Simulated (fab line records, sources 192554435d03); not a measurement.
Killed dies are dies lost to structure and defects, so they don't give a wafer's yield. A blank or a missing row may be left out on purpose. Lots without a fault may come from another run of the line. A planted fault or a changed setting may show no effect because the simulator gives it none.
Chamber matching | flow n5_finfet | N5_BEOL_M9_CURE_72 on uv_cure-01: 3 sister chambers
The step cures SiCOH lowk, time 120 s. 5 wafers are shown with their chamber, then 8 later ones without.

WAFERS WITH THEIR CHAMBER
wafer  | chamber | wafer_temp_C_max | lamp_power_pct (%)
L082.5 | 0       | 371.4            | 52.26
L082.6 | 0       | 371.3            | 52.33
L084.4 | 1       | 372.3            | 52.26
L084.6 | 1       | 371.3            | 52.26
L086.1 | 2       | 372.8            | 52.37

WAFERS WITHOUT THEIR CHAMBER
wafer  | wafer_temp_C_max | lamp_power_pct (%)
L086.2 | 372.0            | 52.29
L086.3 | 372.1            | 52.25
L091.2 | 371.4            | 52.32
L091.4 | 371.2            | 52.30
L091.5 | 370.9            | 52.27
L097.2 | 370.7            | 52.36
L097.3 | 370.5            | 52.32
L097.5 | 371.0            | 52.25

WHICH CHAMBER EACH WENT THROUGH
wafer  | from the rows above          | in truth
L086.2 | can't be placed: 1 or 0 or 2 | 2
L086.3 | can't be placed: 1 or 0      | 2
L091.2 | can't be placed: 0 or 1      | 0
L091.4 | can't be placed: 0 or 1      | 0
L091.5 | can't be placed: 0 or 1      | 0
L097.2 | can't be placed: 0 or 1 or 2 | 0
L097.3 | can't be placed: 0 or 1      | 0
L097.5 | can't be placed: 0 or 1      | 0
Placed correctly: 0 of 8. Can't be placed from these rows: 8 (the true chamber is among the candidates in 7). Placed wrongly: 0.
How it was worked out, from the rows above alone: a wafer's distance from a chamber is the root of the sum, over the readings, of the square of ((its reading less the chamber's mean) divided by the reading's scatter). The wafer belongs to the nearest chamber; if the next one is less than 2 further off, it can't be placed. A chamber's mean is the mean of its shown wafers. The scatter: the root of (the sum of the squares of (reading less its chamber's mean) over the shown wafers, divided by (wafers less chambers)).
